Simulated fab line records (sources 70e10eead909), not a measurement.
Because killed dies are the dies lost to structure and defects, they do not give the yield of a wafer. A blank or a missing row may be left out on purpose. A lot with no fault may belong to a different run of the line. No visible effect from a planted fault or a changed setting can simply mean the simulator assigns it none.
Matching of chambers :: flow nand harc :: NHARC_THIN_TSV_ETCHBACK_48 on rie diel-02: 4 sister chambers
The step etches the open film in C4F8/Ar, target depth 1028.5 nm, time 405.17 s. 4 wafers are shown with their chamber, then 7 later ones without.

== WAFERS, EACH WITH ITS CHAMBER ==
wafer: L608.2
chamber: 3
rf vpp V (V): 549

wafer: L616.6
chamber: 1
rf vpp V (V): 552

wafer: L614.1
chamber: 0
rf vpp V (V): 548

wafer: L614.2
chamber: 2
rf vpp V (V): 546

== WAFERS WITHOUT THEIR CHAMBER ==
wafer: L614.5
rf vpp V (V): 549

wafer: L630.1
rf vpp V (V): 553

wafer: L630.2
rf vpp V (V): 548

wafer: L630.6
rf vpp V (V): 546

wafer: L629.1
rf vpp V (V): 551

wafer: L629.4
rf vpp V (V): 553

wafer: L629.6
rf vpp V (V): 547

== WHICH CHAMBER EACH ONE RAN IN ==
wafer: L614.5
from the rows above: can't be placed: 3 or 0
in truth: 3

wafer: L630.1
from the rows above: 1
in truth: 1

wafer: L630.2
from the rows above: can't be placed: 0 or 3
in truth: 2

wafer: L630.6
from the rows above: 2
in truth: 2

wafer: L629.1
from the rows above: can't be placed: 1 or 3
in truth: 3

wafer: L629.4
from the rows above: 1
in truth: 1

wafer: L629.6
from the rows above: can't be placed: 0 or 2 or 3
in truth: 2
3 of 7 placed correctly. From these rows, 4 cannot be placed; in 3 the true chamber is one of the candidates. Placed wrongly: 0.
How it was worked out, from the rows above alone: a wafer's distance from a chamber is the root of the sum, over the readings, of the square of ((its reading less the chamber's mean) divided by the reading's scatter). The wafer belongs to the nearest chamber; if the next one is less than 2 further off, it can't be placed. Each chamber's mean is taken over the wafers shown for it. The scatter: root of mean squared gap, hidden wafer to nearest shown wafer, with one shown wafer a chamber.
